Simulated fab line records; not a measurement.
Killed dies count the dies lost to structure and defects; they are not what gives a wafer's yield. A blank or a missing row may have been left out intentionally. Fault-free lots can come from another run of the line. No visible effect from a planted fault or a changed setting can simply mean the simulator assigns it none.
A struck lot beside a sound one :: flow nand_harc :: 15 out of 1159 route steps
Sound: wafers L961.1, L961.5, L961.6. Struck: wafers L982.3, L982.5, L982.6. The cause comes at the end.
Order at every step that has rows: each side's tool, ch and its chambers, its first start. Under that, the readings that differ: sound wafers :: struck wafers :: difference of the means :: sigmas: that difference in standard deviations of wafers without a fault.
alike: words and numbers the same on both sides, and readings whose means are apart by under 2 such deviations; not compared: readings that were withheld, readings missing a value for some wafer, numbers with overlapping values and no deviation given by the record, and bounds like >300 which may hide the same value.
A row with sigmas, a row that says differs or no value, or rows on one side alone: a step with any of these is where the two part. Non-overlapping numbers with no deviation appear without sigmas and do not part them. Lack of a reading on every wafer of one side parts them only where that side has two or more wafers.

first, 4 steps without rows for these wafers: NHARC_A_BONDPAD_EBR_05; NHARC_A_BONDPAD_EXPOSE_06 (exposes mask A BPAD); NHARC_A_BONDPAD_PEB_07 (peb time 80 s); NHARC_A_BONDPAD_DEVELOP_08 (time 50 s).
NHARC_A_BONDPAD_CD_MEAS_09: the cd target is 500 nm.
  sound on cd_sem-03 ch 0, day 18 02:38; struck on cd_sem-03 ch 0, day 24 01:00
reading: cd_nm (nm)
sound: 505.3 505.0 505.1
struck: 496.3 500.4 500.5
difference: -6.1
sigmas: -2
NHARC_A_BONDPAD_OVL_MEAS_35:
  sound on overlay-02 at day 18 02:43; struck on overlay-01 at day 24 01:05
  alike: overlay_x_nm, overlay_y_nm
then, 1 step without rows for these wafers: NHARC_A_BONDPAD_HARDBAKE_10 (time 65 s).
NHARC_A_BONDPAD_DESCUM_11: chemistry O2, time 3 s.
  sound on rie_diel-03 ch 0,1, day 18 02:52; struck on rie_diel-03 ch 1,2, day 24 01:13
  alike: drypump_motor_current_A, oes_product_au, rf_vpp_V, showerhead_plenum_p_Torr, throttle_valve_pct
  not compared: rf_hours_counter_h
NHARC_A_BONDPAD_ETCH_34: etches the open film in N2/H2, target depth 60 nm, overetch 18 nm, time 65.91 s.
  sound on rie_diel-03 ch 0,3, day 18 02:56; struck on rie_diel-03 ch 0,2,3, day 24 01:19
  alike: drypump_motor_current_A, oes_product_au, rf_vpp_V, showerhead_plenum_p_Torr, throttle_valve_pct
  not compared: rf_hours_counter_h
NHARC_A_BONDPAD_ETCH_12: etches the open film in CHF3/O2, target depth 220 nm, time 110 s.
  sound: rie_diel-03 ch 2,3; struck: rie_diel-03 ch 0,2,3
  alike: drypump_motor_current_A, oes_product_au, rf_vpp_V, showerhead_plenum_p_Torr, throttle_valve_pct
  not compared: rf_hours_counter_h
NHARC_A_BONDPAD_CD_MEAS_13:
  sound on cd_sem-03 at day 18 03:10; struck on cd_sem-02 at day 24 01:32
reading: cd_nm (nm)
sound: 504.9 504.3 503.9
struck: 494.7 500.3 499.1
difference: -6.3
sigmas: -2
NHARC_A_BONDPAD_STRIP_15: strips in O2.
  sound on rie_diel-03 ch 1,2, day 18 03:16; struck on rie_diel-03 ch 0,2,3, day 24 01:38
  alike: drypump_motor_current_A, oes_product_au, rf_vpp_V, showerhead_plenum_p_Torr, throttle_valve_pct
  not compared: rf_hours_counter_h
NHARC_A_BONDPAD_ETCH_24: etches the open film in CF4/N2, target depth 30 nm, time 72.99 s.
  sound on rie_diel-03 ch 0,3, day 18 03:24; struck on rie_diel-03 ch 0,1,3, day 24 01:46
reading: oes_product_au (a.u.)
sound: 1.007 0.988 1.007
struck: 1.425 1.381 1.416
difference: +0.407
sigmas: +29
  alike: cf4_flow_sccm, drypump_motor_current_A, rf_vpp_V, showerhead_plenum_p_Torr, throttle_valve_pct
  not compared: rf_hours_counter_h
then, 1 step without rows for these wafers: NHARC_A_BONDPAD_STRIP_16 (strips in post etch residue remover, time 600 s).
NHARC_END_SORT_01:
  sound on prober-01 ch 0, day 19 20:54; struck on prober-02 ch 0, day 25 12:55
reading: killed_at_periphery
sound: 2 1 1
struck: 8 8 7
difference: +6
sigmas: +2
  alike: defect_limited_yield, killed_at_array, killed_at_other, killed_dies, killed_open, killed_short, sort_bin_2_pct, sort_bin_3_pct, sort_bin_4_pct, sort_n_pass, sort_rim_yield_pct, sort_yield_pct

== WHERE THEY PART ==
First at NHARC_A_BONDPAD_CD_MEAS_09; last, within this record, at NHARC_END_SORT_01.

WHY: the cause the simulator had injected
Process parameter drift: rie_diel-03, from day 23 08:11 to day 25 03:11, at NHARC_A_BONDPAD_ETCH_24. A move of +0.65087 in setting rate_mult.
